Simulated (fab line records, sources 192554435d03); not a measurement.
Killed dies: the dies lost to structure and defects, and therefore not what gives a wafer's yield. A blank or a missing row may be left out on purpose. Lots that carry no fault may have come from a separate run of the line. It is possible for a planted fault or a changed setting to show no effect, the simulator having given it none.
Chamber matching -- flow n5-finfet -- N5_DUMMY_GATE_ETCH_32 on rie-si-02: 4 sister chambers
The step etches SiO2 in CF4, target depth 3.5 nm, time 3.9 s. 4 wafers are shown with their chamber, then 7 later ones without.

== WAFERS PAIRED WITH THEIR CHAMBERS ==
wafer,chamber,throttle-valve-pct (%)
L074.3,3,21.54
L086.1,1,21.53
L091.1,2,21.87
L091.4,0,21.80

== WAFERS MISSING THEIR CHAMBER ==
wafer,throttle-valve-pct (%)
L091.6,21.52
L096.1,21.81
L096.2,21.52
L096.5,21.50
L097.1,21.53
L097.4,21.56
L097.6,21.89

== CHAMBER TAKEN BY EACH ==
wafer,from the rows above,in truth
L091.6,can't be placed: 1 or 3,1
L096.1,0,0
L096.2,can't be placed: 1 or 3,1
L096.5,can't be placed: 1 or 3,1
L097.1,can't be placed: 1 or 3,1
L097.4,can't be placed: 3 or 1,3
L097.6,2,2
2 of 7 placed correctly. Not placeable from these rows: 5 (in 5, the candidates include the true chamber). Wrongly placed: 0.
How it was worked out, from the rows above alone: a wafer's distance from a chamber is the root of the sum, over the readings, of the square of ((its reading less the chamber's mean) divided by the reading's scatter). If the next closest chamber is less than 2 further off than the closest, the wafer can't be placed; otherwise it belongs to the closest. For every chamber, the mean is computed from those of its wafers that are shown. The scatter (one wafer shown for each chamber): square how far every hidden wafer sits from the nearest shown wafer, average those squares and take the square root.
